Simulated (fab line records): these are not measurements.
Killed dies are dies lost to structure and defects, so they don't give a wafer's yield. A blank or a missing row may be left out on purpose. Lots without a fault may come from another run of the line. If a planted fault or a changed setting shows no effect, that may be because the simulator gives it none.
Matching of chambers	flow nand harc	4 sister chambers for NHARC_A_STAIRCASE_ALD_420 on ald hk-01
The step deposits SiO2, target thk 20 nm, pulse time 6 s, ald cycles 200. 16 wafers are shown with their chamber, then 8 later ones without.

## EACH WAFER AND ITS CHAMBER
wafer	chamber	heater power w (W)	precursor pulse height rel
L077.4	3	455	1.010
L077.5	2	421	0.986
L077.6	3	469	1.025
L084.2	1	446	1.025
L084.4	2	405	0.991
L084.6	3	487	1.008
L085.2	1	434	0.973
L085.3	3	494	1.009
L085.4	0	519	0.962
L089.1	3	498	0.971
L089.2	1	451	0.994
L089.6	1	434	1.021
L095.2	0	526	0.980
L095.5	0	538	0.978
L095.6	3	494	0.996
L097.1	1	448	0.985

SIGNATURES (averages over the wafers above)
reading	chamber 0	chamber 1	chamber 2	chamber 3	scatter within a chamber
heater power w	527.67	442.60	413.00	482.83	13
precursor pulse height rel	0.97333	0.99960	0.98850	1.00317	0.0181
Rule: distance of a wafer from a chamber = root of the sum over the readings of ((wafer's reading minus chamber's mean) / reading's scatter) squared. The wafer belongs to the nearest chamber; if the next one is less than 2 further off, it can't be placed. How the scatter is found: for the shown wafers, subtract from each reading the mean of its chamber, square and add these, divide the total by (wafers less chambers), then take the root.

## WAFERS WITH NO CHAMBER GIVEN
wafer	heater power w (W)	precursor pulse height rel
L097.2	412	0.996
L097.5	446	0.994
L094.1	406	0.982
L094.2	446	0.986
L094.4	527	0.988
L096.2	414	1.006
L096.3	443	1.014
L096.5	516	1.030

## CHAMBER TAKEN BY EACH
wafer	from the rows above	in truth
L097.2	can't be placed: 2 or 1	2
L097.5	1	1
L094.1	2	2
L094.2	can't be placed: 1 or 2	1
L094.4	0	0
L096.2	can't be placed: 2 or 1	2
L096.3	can't be placed: 1 or 2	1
L096.5	can't be placed: 3 or 0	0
Correct placement for 3 of the 8. From these rows, 5 cannot be placed; in 5 the true chamber is one of the candidates. Number placed wrongly: 0.
